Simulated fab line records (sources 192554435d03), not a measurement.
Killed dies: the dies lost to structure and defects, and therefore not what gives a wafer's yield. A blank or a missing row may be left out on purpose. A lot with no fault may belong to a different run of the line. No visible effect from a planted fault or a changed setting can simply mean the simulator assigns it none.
Which tool was responsible?	flow n5-finfet	10 lots, 30 wafers sampled, at 1 step of a route of 1938

== WHAT THE GAUGES READ, wafer by wafer ==
N5_BEOL_M9_OVL_MEAS_12.
lot	measured	on	M9_OVL (nm)
L438	day 9 13:27	overlay-02	-0.7 0.3 -1.1
L441	day 11 02:05	overlay-02	0.0 0.1 -0.3
L445	day 11 18:43	overlay-02	0.8 1.3 1.3
L447	day 12 07:09	overlay-02	0.3 -0.8 0.3
L450	day 13 02:13	overlay-02	0.9 0.6 0.9
L449	day 13 11:08	overlay-01	-0.3 0.0 0.8
L454	day 13 17:58	overlay-02	1.0 0.8 -0.2
L453	day 13 21:19	overlay-02	-1.5 -1.6 -1.2
L455	day 14 19:08	overlay-01	-0.8 0.6 -0.1
L459	day 15 08:29	overlay-02	2.2 1.9 2.4

== EACH LOT AND THE TOOL THAT RAN IT (in order: tool; ch and the chambers of the sampled wafers; start) ==
Record: no process step prior to these readings.

== THE ANSWER, worked out from the rows above alone ==
Rule: the lots themselves supply what counts as usual. The widest of any qualifying gaps counts: lots, ordered by their means at a reading, are off when they make up no more than a third of the lots, leave a main group of 4 or more, and stand apart from it by 3 or more times the standard deviation of that group's means. Not used: any main group whose means are identical at the precision the tables above print for the reading. Also off: a lot with no number at a reading for which 4 or more lots have one. Where the step has rows for the other lots, those lots are counted as sound.
Nothing can be told from this: no lot is off at any reading shown.

== WHAT WAS PUT IN BY THE SIMULATOR ==
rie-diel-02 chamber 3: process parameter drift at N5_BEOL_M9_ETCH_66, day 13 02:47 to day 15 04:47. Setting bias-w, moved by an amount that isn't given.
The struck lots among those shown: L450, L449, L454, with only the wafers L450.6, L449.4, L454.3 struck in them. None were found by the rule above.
